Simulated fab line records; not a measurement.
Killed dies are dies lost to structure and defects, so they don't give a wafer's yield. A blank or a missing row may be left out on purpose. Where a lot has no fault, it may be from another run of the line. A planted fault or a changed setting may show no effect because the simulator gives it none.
Which tool was responsible? || flow nandHarc || route of 1302 steps, sampled at 1 step: 6 lots, 18 wafers

## WHAT EACH GAUGE READ, for each wafer
NHARC_A_CHANNEL_FILL_D2_INSPECT_13.
{"lot": "L377", "measured": "day 15 12:45", "on": "defectInspect-01", "rawDefectCount": "353 292 299"}
{"lot": "L379", "measured": "day 17 05:29", "on": "defectInspect-01", "rawDefectCount": "456 312 435"}
{"lot": "L389", "measured": "day 21 20:30", "on": "defectInspect-02", "rawDefectCount": "535 561 534"}
{"lot": "L390", "measured": "day 21 23:53", "on": "defectInspect-02", "rawDefectCount": "411 401 426"}
{"lot": "L393", "measured": "day 22 16:14", "on": "defectInspect-02", "rawDefectCount": "336 223 301"}
{"lot": "L395", "measured": "day 23 11:50", "on": "defectInspect-01", "rawDefectCount": "309 312 376"}

## WHICH TOOL RAN EACH LOT (tool, then ch and the chambers of the sampled wafers, then the start)
The record shows no process step preceding these readings.

## THE ANSWER, worked out from the rows above alone
Rule: usual is defined by the lots themselves. Put in order of their means at a reading, lots are off if they are a third of the lots or fewer, leave a main group of 4 or more, and stand apart from it by a gap of 3 or more times the standard deviation of the main group's means; of several such gaps the widest counts. If all means in a main group match to the digits the tables above print for the reading, that group is not used. Also off: a lot with no number at a reading for which 4 or more lots have one. Any other lot the step has rows for is counted as sound.
Across all readings shown, no lot is off: no conclusion can be drawn from this.

## WHAT HAD BEEN PUT IN BY THE SIMULATOR
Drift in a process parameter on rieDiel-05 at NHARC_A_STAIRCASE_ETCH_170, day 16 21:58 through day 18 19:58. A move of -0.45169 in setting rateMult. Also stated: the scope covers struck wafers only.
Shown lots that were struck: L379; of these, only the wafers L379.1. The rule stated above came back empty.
